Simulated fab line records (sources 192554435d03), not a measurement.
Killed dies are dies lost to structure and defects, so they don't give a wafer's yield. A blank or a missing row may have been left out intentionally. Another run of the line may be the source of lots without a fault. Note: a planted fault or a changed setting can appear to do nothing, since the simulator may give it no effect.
Matching of chambers || flow n5_finfet || 4 sister chambers for N5_HKMG_FIN_ALD_36 on ald_metal-01
The step deposits TiN, target thk 1 nm, pulse time 1 s, purge time 3 s. 4 wafers are shown with their chamber, then 10 later ones without.

== WAFERS, EACH WITH ITS CHAMBER ==
{"wafer": "L090.4", "chamber": 1, "heater_power_w (W)": 831}
{"wafer": "L090.5", "chamber": 3, "heater_power_w (W)": 713}
{"wafer": "L092.1", "chamber": 2, "heater_power_w (W)": 985}
{"wafer": "L092.2", "chamber": 0, "heater_power_w (W)": 708}

== WAFERS WHOSE CHAMBER IS MISSING ==
{"wafer": "L092.3", "heater_power_w (W)": 850}
{"wafer": "L092.4", "heater_power_w (W)": 729}
{"wafer": "L092.5", "heater_power_w (W)": 686}
{"wafer": "L092.6", "heater_power_w (W)": 843}
{"wafer": "L093.3", "heater_power_w (W)": 708}
{"wafer": "L093.5", "heater_power_w (W)": 699}
{"wafer": "L093.6", "heater_power_w (W)": 741}
{"wafer": "L094.1", "heater_power_w (W)": 968}
{"wafer": "L094.2", "heater_power_w (W)": 828}
{"wafer": "L094.4", "heater_power_w (W)": 722}

== EACH ONE'S CHAMBER ==
{"wafer": "L092.3", "from the rows above": 1, "in truth": 1}
{"wafer": "L092.4", "from the rows above": "can't be placed: 3 or 0", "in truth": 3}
{"wafer": "L092.5", "from the rows above": "can't be placed: 0 or 3", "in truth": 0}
{"wafer": "L092.6", "from the rows above": 1, "in truth": 1}
{"wafer": "L093.3", "from the rows above": "can't be placed: 0 or 3", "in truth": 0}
{"wafer": "L093.5", "from the rows above": "can't be placed: 0 or 3", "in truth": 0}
{"wafer": "L093.6", "from the rows above": "can't be placed: 3 or 0", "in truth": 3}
{"wafer": "L094.1", "from the rows above": 2, "in truth": 2}
{"wafer": "L094.2", "from the rows above": 1, "in truth": 1}
{"wafer": "L094.4", "from the rows above": "can't be placed: 3 or 0", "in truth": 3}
Placed correctly: 4 of 10. Can't be placed from these rows: 6 (the true chamber is among the candidates in 6). Wrongly placed: 0.
How it was worked out, from the rows above alone: a wafer's distance from a chamber is the root of the sum, over the readings, of the square of ((its reading less the chamber's mean) divided by the reading's scatter). If the next closest chamber is less than 2 further off than the closest, the wafer can't be placed; otherwise it belongs to the closest. A chamber's mean is the mean of its shown wafers. The scatter: root of mean squared gap, hidden wafer to nearest shown wafer, with one shown wafer a chamber.
